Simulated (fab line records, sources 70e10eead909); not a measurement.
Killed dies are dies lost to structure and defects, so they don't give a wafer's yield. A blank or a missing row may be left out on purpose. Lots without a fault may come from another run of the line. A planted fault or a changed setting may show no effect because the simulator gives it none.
fab line records | flow nand_harc
record lots=7 wafers=21 last_day=31
route steps=1302 shown A_STAIRCASE@778 END@1302
lots that met no fault: from a run of the same line without faults
start_h: hours from the record's first day to the start of the lot's first wafer shown | wait_h: hours since the lot's step before | " the same as in the row above | L1.1+2: a row that stands for several wafers | - no value, or no start given | * or withheld: withheld | < > ~ a bound
route shown NAME@n: a module of which the file shows steps, and the number in the route of the first | usual: mean/standard deviation of fault-free wafers | same: alike in all rows | chamber/n: place in a boat | sites: the reading at each site | _std_site: their standard deviation | _edge_site: outer sites' mean less inner sites' | radius_mm: how far each site lies from the wafer's centre | mask NAME#n: copy n | behind: the tool/chamber that last shaped the wafer | hold: why the lot was held/for how many hours/how that ended | device: the transistor (n, p or np) that didn't switch | end of line: the same wafers' tests at the end of the route | a step without rows: its recipe alone | killed: dies lost to structure and defects at the first sort, not the wafer's yield | map: a wafer's dies, x killed, . not, _ none there
set.NAME: the setting as run; set.NAME@STEP: as run at that earlier step | model.NAME: the simulator's own value behind a step, which no gauge read
lots at some steps of the route; a table a step, a row a wafer
services: from which hour (start_h, from the record's first day; less than 0 if before it) a tool's chamber was out of use, for how many hours, and why
## steps
# step NHARC_A_STAIRCASE_EBR_264
# step NHARC_A_STAIRCASE_EXPOSE_265
# recipe na=0.5 dose_mj=25.01 mask_id=CHOP_200
# step NHARC_A_STAIRCASE_PEB_266
# recipe peb_temp_c=115 peb_time_s=130
# step NHARC_A_STAIRCASE_DEVELOP_267
# recipe time_s=140
# step NHARC_A_STAIRCASE_HARDBAKE_269
# recipe temp_c=120 time_s=140
# step NHARC_A_STAIRCASE_DESCUM_270
# recipe time_s=3 o2_flow_sccm=200 ar_flow_sccm=0 bias_power_w=0 chemistry=O2
# usual drypump_motor_current_A=5.61/0.29 oes_product_au=1.001/0.0071 rf_vpp_V=57.7/0.88 showerhead_plenum_p_Torr=1.92/0.09 throttle_valve_pct=11.311/0.0092
# columns lot.wafer tool chamber start_h wait_h drypump_motor_current_A oes_product_au rf_hours_counter_h rf_vpp_V showerhead_plenum_p_Torr throttle_valve_pct
L108.2 rie_diel-04 2 412.45 - 5.97 0.994 16 56.6 1.95 11.327
L108.4 " 3 " " 4.98 1.011 16 57.3 1.88 11.320
L108.6 " 1 " " 5.69 1.006 - 58.3 1.97 11.329
L109.4 rie_diel-04 0 416.66 - 5.60 1.003 16 57.9 1.98 11.318
L109.2 " 3 " " 4.96 1.015 17 56.8 1.88 11.310
L109.6 " 0 " " 5.59 1.017 - 57.6 1.98 11.317
L118.1 rie_diel-04 0 512.20 - 5.61 1.001 48 58.6 1.97 11.300
L118.3 " 1 " " 5.72 0.999 50 57.6 1.96 11.337
L118.5 " 2 " " 5.95 1.003 - 57.8 1.94 11.311
L120.4 rie_diel-04 3 529.57 - 4.96 1.001 56 57.4 1.86 11.310
L120.2 " 0 " " 5.57 0.998 55 58.1 1.97 11.304
L120.5 " 1 " " 5.74 0.993 - 58.7 1.96 11.322
L121.1 rie_diel-11 1 530.96 - 5.78 0.994 27 57.5 1.84 11.305
L121.5 " 3 " " 5.71 1.000 - 57.0 1.97 11.325
L121.6 " 0 " " 5.28 0.998 - 56.9 1.77 11.313
L123.4 rie_diel-04 0 557.38 - 5.58 1.017 6 57.6 1.97 11.302
L123.2 " 2 " " 5.95 1.002 4 59.0 1.94 11.309
L123.6 " 1 " " 5.73 1.007 - 57.4 1.95 11.317
L125.4 rie_diel-04 2 568.78 - 5.96 0.997 8 57.3 1.94 11.294
L125.5 " 2 " " 5.93 0.998 - 61.1 1.94 11.315
L125.6 " 3 " " 4.99 0.996 - 57.5 1.86 11.307
# step NHARC_A_STAIRCASE_ETCH_271
# recipe cf4_flow_sccm=100 chf3_flow_sccm=30 ar_flow_sccm=0 rf_w=500 bias_w=200 chemistry=CF4/CHF3
# usual cf4_flow_sccm=100.02/0.27 drypump_motor_current_A=5.61/0.29 oes_product_au=0.950/0.023 rf_vpp_V=370.8/2.6 showerhead_plenum_p_Torr=1.58/0.07 throttle_valve_pct=16.801/0.01
# columns lot.wafer tool chamber start_h wait_h cf4_flow_sccm drypump_motor_current_A oes_product_au rf_hours_counter_h rf_vpp_V showerhead_plenum_p_Torr throttle_valve_pct
L108.2 rie_diel-04 3 412.99 0.5 99.83 4.96 0.923 16 370.2 1.54 16.817
L108.4 " 2 " " 100.26 5.95 0.920 16 372.4 1.61 16.791
L108.6 " 0 " " 99.78 5.63 0.937 - 373.1 1.63 16.790
L109.4 rie_diel-04 1 416.76 0.1 100.23 5.73 0.927 17 372.3 1.62 16.782
L109.2 " 2 " " 100.24 5.94 0.926 17 371.6 1.61 16.812
L109.6 " 0 " " 100.37 5.61 0.935 - 373.8 1.63 16.823
L118.1 rie_diel-04 2 512.28 0.1 100.17 5.94 0.927 51 370.2 1.60 16.791
L118.3 " 3 " " 99.95 4.96 0.927 50 368.7 1.54 16.802
L118.5 " 1 " " 99.81 5.70 0.921 - 371.2 1.61 16.795
L120.2 rie_diel-04 3 529.64 0.1 99.82 4.97 0.950 56 370.5 1.53 16.802
L120.4 " 2 " " 99.85 5.94 0.951 57 371.7 1.60 16.796
L120.5 " 0 " " 100.08 5.60 0.970 - 371.9 1.62 16.800
L121.1 rie_diel-11 1 531.03 0.1 100.38 5.69 0.987 27 368.6 1.51 16.810
L121.6 " 1 " " 99.90 5.74 0.983 - 369.5 1.51 16.802
L121.5 " 2 " " 100.09 5.78 0.986 - 374.7 1.69 16.811
L123.4 rie_diel-04 2 557.47 0.1 100.09 5.96 0.968 4 370.6 1.59 16.812
L123.2 " 0 " " 100.13 5.62 0.967 6 372.3 1.62 16.815
L123.6 " 1 " " 99.88 5.72 0.952 - 372.6 1.60 16.793
L125.4 rie_diel-04 3 568.86 0.1 99.99 4.98 0.934 8 367.9 1.53 16.809
L125.6 " 3 " " 100.15 5.00 0.927 - 368.7 1.53 16.787
L125.5 " 0 " " 100.23 5.60 0.934 - 371.3 1.62 16.791
# step NHARC_A_STAIRCASE_HM_OPEN_457
# recipe o2_flow_sccm=400 cos_flow_sccm=20 ar_flow_sccm=0 rf_w=500 bias_w=300 chemistry=O2/COS
# usual drypump_motor_current_A=5.6/0.3 oes_product_au=1.002/0.0072 rf_vpp_V=467/3.1 showerhead_plenum_p_Torr=3.13/0.14 throttle_valve_pct=28.330/0.0089
# columns lot.wafer tool chamber start_h wait_h drypump_motor_current_A oes_product_au rf_hours_counter_h rf_vpp_V showerhead_plenum_p_Torr throttle_valve_pct
L108.4 rie_diel-04 0 - - 5.6 1.001 15 469 3.23 28.331
L108.2 " 1 " " 5.7 1.003 15 469 3.21 28.325
L108.6 " 0 " " 5.6 0.995 - 469 3.23 28.327
L109.2 rie_diel-04 1 - - 5.7 1.004 17 469 3.21 28.322
L109.4 " 0 " " 5.6 1.004 16 469 3.23 28.325
L109.6 " 2 " " 6.0 1.001 - 469 3.19 28.326
L118.3 rie_diel-04 3 - - 5.0 1.006 50 466 3.05 28.322
L118.1 " 1 " " 5.7 0.993 50 469 3.19 28.341
L118.5 " 3 " " 5.0 1.007 - 465 3.05 28.332
L120.4 rie_diel-04 3 - - 5.0 1.000 57 467 3.04 28.333
L120.2 " 2 " " 5.9 1.002 57 467 3.17 28.342
L120.5 " 0 " " 5.6 1.000 - 469 3.21 28.315
L121.1 rie_diel-11 0 - - 5.3 1.003 33 463 2.91 28.335
L121.5 " 0 " " 5.3 0.996 - 461 2.91 28.312
L121.6 " 1 " " 5.8 0.992 - 464 3.00 28.327
L123.2 rie_diel-04 1 - - 5.7 1.006 6 468 3.18 28.319
L123.4 " 2 " " 6.0 1.010 4 468 3.16 28.305
L123.6 " 0 " " 5.6 1.011 - 469 3.21 28.323
L125.4 rie_diel-04 2 - - 6.0 1.014 8 467 3.16 28.321
L125.6 " 3 " " 5.0 1.010 - 465 3.04 28.324
L125.5 " 0 " " 5.6 1.009 - 468 3.20 28.332
# step NHARC_A_STAIRCASE_STRIP_458
# recipe o2_flow_sccm=400 cos_flow_sccm=20 ar_flow_sccm=0 bias_w=0 chemistry=O2/COS
# step NHARC_A_STAIRCASE_ETCH_451
# recipe target_depth_a=300 overetch_a=30 time_s=16.5 ion_energy_ev=100 cf4_flow_sccm=80 o2_flow_sccm=20 ar_flow_sccm=0 rf_w=300 bias_w=100 chemistry=CF4/O2
# usual cf4_flow_sccm=80.00/0.24 drypump_motor_current_A=5.61/0.29 oes_product_au=1.001/0.0079 rf_vpp_V=197.9/1.5 showerhead_plenum_p_Torr=1.34/0.061 throttle_valve_pct=13.397/0.0099
# columns lot.wafer tool chamber start_h wait_h cf4_flow_sccm drypump_motor_current_A oes_product_au rf_hours_counter_h rf_vpp_V showerhead_plenum_p_Torr throttle_valve_pct
L108.4 rie_diel-04 1 - - 79.93 5.71 0.997 15 198.4 1.37 13.386
L108.2 " 0 " " 79.61 5.59 1.002 15 198.4 1.38 13.398
L108.6 " 2 " " 80.08 5.96 0.991 - 196.6 1.36 13.379
L109.4 rie_diel-04 3 - - 79.84 4.97 1.000 17 196.9 1.31 13.411
L109.2 " 0 " " 80.00 5.63 1.007 17 198.1 1.38 13.395
L109.6 " 2 " " 80.21 5.94 0.996 - 197.5 1.36 13.404
L118.1 rie_diel-04 3 - - 80.39 4.95 1.002 52 196.6 1.30 13.402
L118.3 " 0 " " 80.44 5.61 1.007 50 197.6 1.38 13.410
L118.5 " 1 " " 80.33 5.72 1.001 - 199.1 1.36 13.385
L120.2 rie_diel-04 0 - - 79.67 5.59 1.007 56 199.4 1.37 13.414
L120.4 " 2 " " 79.87 5.95 0.998 57 198.2 1.35 13.402
L120.5 " 1 " " 80.23 5.70 0.995 - 198.4 1.36 13.410
L121.1 rie_diel-11 0 - - 79.86 5.35 1.010 34 196.8 1.24 13.399
L121.5 " 2 " " 79.98 5.82 1.007 - 199.1 1.44 13.398
L121.6 " 3 " " 80.25 5.71 1.017 - 197.7 1.38 13.384
L123.4 rie_diel-04 2 - - 80.03 5.95 0.996 4 200.6 1.35 13.397
L123.2 " 3 " " 80.13 4.98 0.996 4 196.2 1.30 13.408
L123.6 " 2 " " 80.14 5.96 0.997 - 198.5 1.35 13.397
L125.4 rie_diel-04 1 - - 79.92 5.68 0.997 9 197.9 1.36 13.395
L125.6 " 0 " " 79.80 5.64 1.010 - 199.0 1.37 13.401
L125.5 " 1 " " 80.27 5.71 1.008 - 198.6 1.36 13.385
# step NHARC_A_STAIRCASE_ETCH_273
# recipe target_depth_a=1.02e+05 time_s=2468.6 ion_energy_ev=800 c4f8_flow_sccm=80 o2_flow_sccm=60 ar_flow_sccm=withheld rf_w=600 bias_w=3000 chemistry=C4F8/O2/Ar
# usual oes_product_au=0.936/0.0091 rf_vpp_V=1827/11
# columns lot.wafer tool chamber start_h wait_h oes_product_au rf_hours_counter_h rf_vpp_V
L108.4 rie_diel-04 0 - - 0.941 15 1836
L108.2 " 1 " " 0.934 16 1833
L108.6 " 1 " " 0.929 - 1834
L109.4 rie_diel-04 1 - - 0.912 17 1832
L109.2 " 3 " " 0.926 17 1822
L109.6 " 1 " " 0.923 - 1833
L118.1 rie_diel-04 3 - - 0.932 52 1821
L118.3 " 1 " " 0.936 54 1832
L118.5 " 0 " " 0.929 - 1833
L120.4 rie_diel-04 3 - - 0.938 57 1821
L120.2 " 1 " " 0.937 59 1833
L120.5 " 0 " " 0.937 - 1833
L121.1 rie_diel-11 1 - - 0.932 28 1816
L121.5 " 3 " " 0.933 - 1835
L121.6 " 0 " " 0.932 - 1808
L123.4 rie_diel-04 0 - - 0.938 7 1833
L123.2 " 1 " " 0.940 7 1832
L123.6 " 2 " " 0.938 - 1831
L125.4 rie_diel-04 1 - - 0.933 9 1833
L125.6 " 1 " " 0.932 - 1831
L125.5 " 2 " " 0.934 - 1830
# step NHARC_A_STAIRCASE_STRIP_274
# recipe o2_flow_sccm=500 ar_flow_sccm=0 bias_w=0 chemistry=O2
# usual bias_w=0/0 chamber_pressure_mTorr=60.00/0.053 drypump_motor_current_A=5.62/0.3 oes_product_au=1.001/0.0072 rf_vpp_V=57.8/1 showerhead_plenum_p_Torr=3.54/0.16 throttle_valve_pct=17.035/0.0098
# columns lot.wafer tool chamber start_h wait_h bias_w chamber_pressure_mTorr drypump_motor_current_A oes_product_au rf_hours_counter_h rf_vpp_V showerhead_plenum_p_Torr throttle_valve_pct
L108.4 rie_diel-04 3 415.10 - 0 60.02 4.98 1.001 17 59.9 3.46 17.043
L108.2 " 1 " " 0 59.99 5.74 0.995 17 57.7 3.62 17.028
L108.6 " 3 " " 0 60.02 4.99 1.007 - 57.5 3.46 17.041
L109.4 rie_diel-04 2 419.08 - 0 59.98 5.98 0.990 19 59.1 3.60 17.038
L109.2 " 3 " " 0 59.96 4.98 0.996 18 58.7 3.46 17.023
L109.6 " 2 " " 0 59.97 5.96 0.998 - 59.2 3.60 17.047
L118.3 rie_diel-04 1 517.61 - - - - - - - - -
L118.1 " 3 " " - - - - - - - -
L118.5 " 1 " " - - - - - - - -
L120.2 rie_diel-02 1 532.11 - - - - - - - - -
L120.4 " 1 " " - - - - - - - -
L120.5 " 2 " " - - - - - - - -
L121.1 rie_diel-11 2 533.49 - - - - - - - - -
L121.5 " 3 " " - - - - - - - -
L121.6 " 0 " " - - - - - - - -
L123.2 rie_diel-04 2 559.57 - 0 60.03 5.96 1.007 6 57.4 3.57 17.038
L123.4 " 3 " " 0 59.96 4.98 1.005 6 57.7 3.44 17.037
L123.6 " 3 " " 0 59.93 4.96 1.006 - 56.1 3.44 17.034
L125.4 rie_diel-04 3 571.01 - 0 60.05 4.97 1.000 8 58.2 3.44 17.037
L125.5 " 2 " " 0 60.06 5.96 0.994 - 55.2 3.57 17.044
L125.6 " 3 " " 0 60.04 5.03 0.999 - 58.0 3.44 17.037
# step NHARC_A_STAIRCASE_STRIP_275
# recipe time_s=900 temp_c=130 chemistry=SPM
# step NHARC_END_SORT_01
# recipe temp_c=25
# usual killed_at_array=62/16 killed_at_other=0.8/1.1 killed_at_periphery=4/3.2 killed_dies=67/16 killed_open=3.5/1.9 killed_short=2.1/1.5
# same gross_dies=677
# columns lot.wafer tool chamber start_h wait_h killed_at_array killed_at_other killed_at_periphery killed_dies killed_open killed_short
L108.2 prober-01 0 594.94 2.8 80 0 2 82 1 2
L108.4 prober-01 0 596.53 3.4 75 1 9 85 6 4
L108.6 prober-01 0 598.13 4.0 92 2 2 96 1 6
L109.2 prober-02 0 602.69 2.8 32 0 4 36 5 0
L109.4 prober-02 0 604.30 3.4 26 2 3 31 3 5
L109.6 prober-02 0 605.92 4.0 35 0 5 40 8 3
L118.1 prober-01 0 698.04 2.5 61 2 1 64 2 1
L118.3 prober-01 0 699.64 3.1 54 3 2 59 6 2
L118.5 prober-01 0 701.23 3.7 59 0 4 63 4 0
L121.1 prober-02 0 716.95 2.5 75 0 4 79 5 1
L121.5 prober-02 0 720.19 3.7 70 0 3 73 3 3
L121.6 prober-02 0 721.00 4.1 79 0 4 83 3 4
L123.2 prober-01 0 749.20 2.8 84 1 1 86 2 1
L123.4 prober-01 0 750.80 3.4 76 0 0 76 4 2
L123.6 prober-01 0 752.41 4.0 79 0 5 84 1 3
# killed by level:class
L108.2 A_CHANNEL_HOLE_D1:chamber_film_flake=31 A_SLIT:chamber_film_flake=22 A_CONTACT:chamber_film_flake=9 A_CHANNEL_HOLE_D2:chamber_film_flake=7 A_CHANNEL_FILL_D2:chamber_film_flake=3 A_STAIRCASE:chamber_film_flake=3 A_ONON_D1:geometric_particle:open=1 A_CHANNEL_HOLE_D1:geometric_particle:short=1
L108.4 A_CHANNEL_HOLE_D1:chamber_film_flake=31 A_SLIT:chamber_film_flake=25 A_CHANNEL_HOLE_D2:chamber_film_flake=6 A_CONTACT:chamber_film_flake=5 P_STI:chamber_film_flake=3 P_CONTACT:geometric_particle:open=2 P_GATE:chamber_film_flake=2 P_GATE:geometric_particle:open=1
L108.6 A_CHANNEL_HOLE_D1:chamber_film_flake=38 A_SLIT:chamber_film_flake=30 A_CHANNEL_HOLE_D2:chamber_film_flake=6 A_CONTACT:chamber_film_flake=5 A_M1:chamber_film_flake=4 A_M0:geometric_particle:short=2 STARTING-WAFER:geometric_particle:short=2 A_STAIRCASE:chamber_film_flake=2
L109.2 A_STAIRCASE:chamber_film_flake=11 A_CHANNEL_HOLE_D2:chamber_film_flake=8 A_CHANNEL_HOLE_D1:chamber_film_flake=4 A_DECK1_JOINT:chamber_film_flake=2 A_CHANNEL_FILL_D2:chamber_film_flake=2 A_CONTACT:chamber_film_flake=2 P_M0:geometric_particle:open=1 P_M2:geometric_particle:open=1
L109.4 A_CHANNEL_HOLE_D2:chamber_film_flake=9 A_CHANNEL_HOLE_D1:chamber_film_flake=5 P_CONTACT:geometric_particle:open=3 A_STAIRCASE:chamber_film_flake=3 A_CONTACT:chamber_film_flake=2 THIN_TSV:chamber_film_flake=2 A_CHANNEL_FILL_D1:geometric_particle:short=1 A_DECK1_JOINT:geometric_particle:short=1
L109.6 A_CHANNEL_HOLE_D2:chamber_film_flake=9 A_STAIRCASE:chamber_film_flake=5 A_CONTACT:chamber_film_flake=5 A_CHANNEL_FILL_D2:geometric_particle:open=3 P_CONTACT:geometric_particle:open=2 A_WL_FILL:geometric_particle:open=2 P_GATE:chamber_film_flake=2 A_CHANNEL_HOLE_D1:chamber_film_flake=2
L118.1 A_SLIT:chamber_film_flake=26 A_CHANNEL_HOLE_D2:chamber_film_flake=15 A_CONTACT:chamber_film_flake=8 A_CHANNEL_HOLE_D1:chamber_film_flake=3 A_STAIRCASE:chamber_film_flake=3 THIN_TSV:chamber_film_flake=2 A_ONON_D2:geometric_particle:short=1 A_CHANNEL_FILL_D2:geometric_particle:open=1
L118.3 A_SLIT:chamber_film_flake=27 A_CHANNEL_HOLE_D2:chamber_film_flake=11 A_CONTACT:chamber_film_flake=6 A_CHANNEL_HOLE_D1:chamber_film_flake=3 THIN_TSV:chamber_film_flake=3 P_M1:geometric_particle:open=1 A_ONON_D1:geometric_particle:open=1 A_DECK1_JOINT:geometric_particle:short=1
L118.5 A_CHANNEL_HOLE_D2:chamber_film_flake=21 A_SLIT:chamber_film_flake=20 A_CHANNEL_HOLE_D1:chamber_film_flake=5 A_CONTACT:chamber_film_flake=4 A_STAIRCASE:chamber_film_flake=3 A_ONON_D2:geometric_particle:open=2 A_WL_FILL:chamber_film_flake=2 P_M0:geometric_particle:open=1
L121.1 A_SLIT:chamber_film_flake=24 A_CHANNEL_HOLE_D2:chamber_film_flake=22 A_CHANNEL_HOLE_D1:chamber_film_flake=10 A_CONTACT:chamber_film_flake=6 A_STAIRCASE:chamber_film_flake=4 P_STI:chamber_film_flake=2 A_WL_FILL:chamber_film_flake=2 A_BLC:chamber_film_flake=2
L121.5 A_SLIT:chamber_film_flake=31 A_CHANNEL_HOLE_D2:chamber_film_flake=22 A_CHANNEL_HOLE_D1:chamber_film_flake=7 A_WL_FILL:chamber_film_flake=3 A_CONTACT:chamber_film_flake=2 P_GATE:geometric_particle:open=1 P_M0:geometric_particle:short=1 P_M0:geometric_particle:open=1
L121.6 A_SLIT:chamber_film_flake=35 A_CHANNEL_HOLE_D2:chamber_film_flake=25 A_CHANNEL_HOLE_D1:chamber_film_flake=8 A_CONTACT:chamber_film_flake=4 A_STAIRCASE:chamber_film_flake=2 P_GATE:geometric_particle:open=1 P_CONTACT:geometric_particle:open=1 P_M1:geometric_particle:short=1
L123.2 A_CHANNEL_HOLE_D1:chamber_film_flake=38 A_SLIT:chamber_film_flake=32 A_STAIRCASE:chamber_film_flake=5 A_CONTACT:chamber_film_flake=4 A_DECK1_JOINT:chamber_film_flake=2 P_CONTACT:geometric_particle:open=1 A_ONON_D1:geometric_particle:short=1 A_WL_FILL:geometric_particle:open=1
L123.4 A_CHANNEL_HOLE_D1:chamber_film_flake=33 A_SLIT:chamber_film_flake=33 A_STAIRCASE:chamber_film_flake=2 A_CONTACT:chamber_film_flake=2 A_ONON_D1:geometric_particle:open=1 A_CHANNEL_HOLE_D1:geometric_particle:open=1 A_CHANNEL_FILL_D1:geometric_particle:short=1 A_WL_FILL:geometric_particle:short=1
L123.6 A_CHANNEL_HOLE_D1:chamber_film_flake=40 A_SLIT:chamber_film_flake=26 A_CONTACT:chamber_film_flake=8 A_STAIRCASE:chamber_film_flake=2 P_CONTACT:geometric_particle:short=1 P_M0:geometric_particle:short=1 P_M2:geometric_particle:open=1 A_DECK1_JOINT:geometric_particle:short=1
## services
# columns tool chamber start_h hours kind
rie_diel-04 0 388.48 - clean
rie_diel-04 1 388.48 - clean
rie_diel-04 2 388.48 - clean
rie_diel-04 3 388.48 - clean
rie_diel-02 - 393.85 9.0 pm
rie_diel-04 0 412.99 - clean
rie_diel-04 1 412.99 - clean
rie_diel-04 2 412.99 - clean
rie_diel-04 3 412.99 - clean
rie_diel-11 - 435.05 9.0 pm
rie_diel-04 0 437.77 - clean
rie_diel-04 1 437.77 - clean
rie_diel-04 2 437.77 - clean
rie_diel-04 3 437.77 - clean
rie_diel-04 0 462.27 - clean
rie_diel-04 1 462.27 - clean
rie_diel-04 2 462.27 - clean
rie_diel-11 3 472.03 2.5 repair
rie_diel-11 2 475.80 1.7 repair
rie_diel-11 1 479.93 1.9 repair
rie_diel-11 2 499.34 4.3 repair
rie_diel-02 0 528.43 4.4 repair
rie_diel-04 - 531.90 9.0 pm
rie_diel-02 0 548.83 3.4 repair
## key
first_sign step=NHARC_A_STAIRCASE_STRIP_274 reading=tool_record direction=missing
effect none on later readings
met_at NHARC_A_STAIRCASE_STRIP_274
struck_wafers L118.1,L118.3,L118.5,L120.2,L120.4,L120.5,L121.1,L121.5,L121.6
tester_left_out L118,L120,L121
onset_between 419.08 517.61
fault kind=skipped_step_whole tool=rie_diel-02,rie_diel-04,rie_diel-11 chamber=- onset_h=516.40 steps=NHARC_A_STAIRCASE_STRIP_274 scope=struck_lots_only
# tester_left_out: of these lots the tester's yield and bins aren't shown, on N5 and GAA mostly nor the transistor test; their killed dies are dies lost to structure and defects alone, not to doping, threshold or leakage, so they don't give the yield
